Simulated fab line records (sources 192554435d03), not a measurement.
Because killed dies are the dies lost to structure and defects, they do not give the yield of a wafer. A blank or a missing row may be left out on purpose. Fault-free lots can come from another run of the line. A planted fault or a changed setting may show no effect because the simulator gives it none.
Split-lot experiment ; flow n5-finfet ; 7 lots, 21 wafers read, on a route of 1938 steps

THE SPLIT
At N5_BEOL_M12_SPUTTER_44 (material Ta, target thk 10 nm, time 16.13 s), the setting time-s was moved away from the recipe's 16.13 s on 7 of the 21 wafers read, by -14.4% to +8.1%. All remaining wafers had this setting at the recipe value.

The reading is taken at the split's own step.

THE READING
Ta_of_BEOL_M12_SPUTTER_44.thk-nm (the simulator's own value, which no gauge read), in nm, at N5_BEOL_M12_SPUTTER_44 (material Ta, target thk 10 nm, time 16.13 s). The file gives no usual value for it. Across the 14 wafers here that went through the recipe, the average is 10.0 nm and the standard deviation 0.17 nm.

wafer;tool, chamber at the split;time-s as run, s;against the recipe;Ta_of_BEOL_M12_SPUTTER_44.thk-nm, nm;against lot-mates on the recipe
L076.2;pvd-sputter-02, -;16.13;recipe;9.8;-
L076.3;pvd-sputter-02, -;17.44;+8.1%;10.6;+0.8
L076.4;pvd-sputter-02, -;17.44;+8.1%;10.6;+0.8
L074.1;pvd-sputter-02, -;14.56;-9.7%;9.2;-0.8
L074.6;pvd-sputter-02, -;14.56;-9.7%;9.2;-0.8
L074.3;pvd-sputter-02, -;16.13;recipe;10;-
L078.4;pvd-sputter-02, -;16.13;recipe;10;-
L078.5;pvd-sputter-02, -;16.13;recipe;10;-
L078.6;pvd-sputter-02, -;16.13;recipe;9.8;-
L082.2;pvd-sputter-02, -;13.8;-14.4%;8.6;-1.2
L082.4;pvd-sputter-02, -;13.8;-14.4%;8.6;-1.2
L082.6;pvd-sputter-02, -;16.13;recipe;9.8;-
L085.3;pvd-sputter-01, -;16.13;recipe;10.2;-
L085.4;pvd-sputter-01, -;16.13;recipe;10;-
L085.5;pvd-sputter-01, -;14.53;-9.9%;9;-1.1
L084.2;pvd-sputter-01, -;16.13;recipe;10.2;-
L084.6;pvd-sputter-01, -;16.13;recipe;10.2;-
L084.4;pvd-sputter-01, -;16.13;recipe;9.8;-
L093.1;pvd-sputter-03, -;16.13;recipe;10.2;-
L093.4;pvd-sputter-03, -;16.13;recipe;10.2;-
L093.6;pvd-sputter-03, -;16.13;recipe;10.2;-

THE FIT
A straight line over all 21 wafers: Ta_of_BEOL_M12_SPUTTER_44.thk-nm changes by +0.0904 nm for each +1% of time-s; r = +0.96; the points scatter about the line by 0.16 nm.
The same after taking each lot's own level away (the mean of its wafers on the recipe; 21 wafers): +0.0892 nm for each +1%; r = +0.98; scatter 0.11 nm.
On that fit, the largest move of time-s shifts the reading by 1.3 nm.
The lots' own levels span 9.80 to 10.20 nm, that is 2.4 times the standard deviation above.
So the lot-to-lot level changes the slope little: the two slopes agree.
Check: -1.3 nm against its lot-mates is what the line predicts for one of the wafers moved furthest among these (-14.4%) when that wafer is left out of the fit. Against them it came out at -1.2 nm.

ADDITIONAL SPLITS CARRIED BY THESE WAFERS
Before the reading, these wafers also passed through other splits. Each is held against what the fit with the lots' levels taken away leaves over:
other split on the same wafers;wafers away from the commonest value;r with Ta_of_BEOL_M12_SPUTTER_44.thk-nm (lot level and that fit taken away)
N5_BEOL_M10_ILD_DEP_00 time-s;10;-0.09
N5_BEOL_M10_COAT_59 spin-rpm;8;+0.06
N5_BEOL_M10_VIA_ETCH_34 time-s;6;+0.01
N5_BEOL_M10_TRENCH_ETCH_37 source-w;6;+0.29
N5_BEOL_M11_TRENCH_ETCH_37 time-s;8;+0.24

FILE'S OWN FIT
Ta_of_BEOL_M12_SPUTTER_44.thk-nm changes by +0.0909 nm for each +1% of time-s, r = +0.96.
